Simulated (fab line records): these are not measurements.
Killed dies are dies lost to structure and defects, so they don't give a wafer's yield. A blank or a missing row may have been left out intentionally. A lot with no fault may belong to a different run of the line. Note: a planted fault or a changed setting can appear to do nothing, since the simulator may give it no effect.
Matching of chambers / flow n5-finfet / N5_BEOL_M7_ETCH_72 on rie-diel-06: 4 sister chambers
The step etches underlayer in N2/H2, target depth 6.5 nm, time 5.2 s. 14 wafers are shown with their chamber, then 7 later ones without.

WAFERS WITH THEIR CHAMBER
wafer=L075.1; chamber=3; showerhead-plenum-p-Torr (Torr)=2.66; drypump-motor-current-A (A)=5.7; throttle-valve-pct (%)=17.69
wafer=L075.3; chamber=2; showerhead-plenum-p-Torr (Torr)=2.49; drypump-motor-current-A (A)=4.9; throttle-valve-pct (%)=17.43
wafer=L075.5; chamber=3; showerhead-plenum-p-Torr (Torr)=2.66; drypump-motor-current-A (A)=5.7; throttle-valve-pct (%)=17.71
wafer=L076.2; chamber=3; showerhead-plenum-p-Torr (Torr)=2.66; drypump-motor-current-A (A)=5.7; throttle-valve-pct (%)=17.67
wafer=L076.5; chamber=1; showerhead-plenum-p-Torr (Torr)=2.50; drypump-motor-current-A (A)=5.1; throttle-valve-pct (%)=17.76
wafer=L076.6; chamber=2; showerhead-plenum-p-Torr (Torr)=2.49; drypump-motor-current-A (A)=5.0; throttle-valve-pct (%)=17.44
wafer=L084.3; chamber=2; showerhead-plenum-p-Torr (Torr)=2.49; drypump-motor-current-A (A)=5.0; throttle-valve-pct (%)=17.48
wafer=L084.4; chamber=3; showerhead-plenum-p-Torr (Torr)=2.65; drypump-motor-current-A (A)=5.8; throttle-valve-pct (%)=17.73
wafer=L084.6; chamber=2; showerhead-plenum-p-Torr (Torr)=2.49; drypump-motor-current-A (A)=5.0; throttle-valve-pct (%)=17.49
wafer=L086.1; chamber=3; showerhead-plenum-p-Torr (Torr)=2.65; drypump-motor-current-A (A)=5.7; throttle-valve-pct (%)=17.76
wafer=L086.3; chamber=1; showerhead-plenum-p-Torr (Torr)=2.49; drypump-motor-current-A (A)=5.1; throttle-valve-pct (%)=17.79
wafer=L086.4; chamber=2; showerhead-plenum-p-Torr (Torr)=2.48; drypump-motor-current-A (A)=5.0; throttle-valve-pct (%)=17.49
wafer=L089.2; chamber=0; showerhead-plenum-p-Torr (Torr)=2.40; drypump-motor-current-A (A)=6.2; throttle-valve-pct (%)=18.01
wafer=L089.4; chamber=2; showerhead-plenum-p-Torr (Torr)=2.48; drypump-motor-current-A (A)=4.9; throttle-valve-pct (%)=17.50

SIGNATURES (means of the wafers above)
reading=showerhead-plenum-p-Torr; chamber 0=2.4000; chamber 1=2.4950; chamber 2=2.4867; chamber 3=2.6560; scatter within a chamber=0.00551
reading=drypump-motor-current-A; chamber 0=6.200; chamber 1=5.100; chamber 2=4.967; chamber 3=5.720; scatter within a chamber=0.0462
reading=throttle-valve-pct; chamber 0=18.0100; chamber 1=17.7750; chamber 2=17.4717; chamber 3=17.7120; scatter within a chamber=0.031
Rule: for each reading, subtract the chamber's mean from the wafer's reading, divide by that reading's scatter and square the result; add these up over the readings and take the root, which gives the wafer's distance from the chamber. If the next closest chamber is less than 2 further off than the closest, the wafer can't be placed; otherwise it belongs to the closest. The scatter is the square root of a quotient: the sum, over the shown wafers, of each reading's squared deviation from its chamber's mean, divided by wafers minus chambers.

WAFERS WHOSE CHAMBER IS MISSING
wafer=L089.5; showerhead-plenum-p-Torr (Torr)=2.64; drypump-motor-current-A (A)=5.7; throttle-valve-pct (%)=17.76
wafer=L092.1; showerhead-plenum-p-Torr (Torr)=2.64; drypump-motor-current-A (A)=5.7; throttle-valve-pct (%)=17.78
wafer=L092.2; showerhead-plenum-p-Torr (Torr)=2.40; drypump-motor-current-A (A)=6.2; throttle-valve-pct (%)=18.01
wafer=L092.3; showerhead-plenum-p-Torr (Torr)=2.48; drypump-motor-current-A (A)=4.9; throttle-valve-pct (%)=17.49
wafer=L095.1; showerhead-plenum-p-Torr (Torr)=2.64; drypump-motor-current-A (A)=5.8; throttle-valve-pct (%)=17.75
wafer=L095.3; showerhead-plenum-p-Torr (Torr)=2.48; drypump-motor-current-A (A)=5.0; throttle-valve-pct (%)=17.52
wafer=L095.6; showerhead-plenum-p-Torr (Torr)=2.47; drypump-motor-current-A (A)=5.0; throttle-valve-pct (%)=17.51

THE CHAMBER EACH PASSED THROUGH
wafer=L089.5; from the rows above=3; in truth=3
wafer=L092.1; from the rows above=3; in truth=3
wafer=L092.2; from the rows above=0; in truth=0
wafer=L092.3; from the rows above=2; in truth=2
wafer=L095.1; from the rows above=3; in truth=3
wafer=L095.3; from the rows above=2; in truth=2
wafer=L095.6; from the rows above=2; in truth=2
Correct placement for 7 of the 7. Number that these rows cannot place: 0. Number placed wrongly: 0.
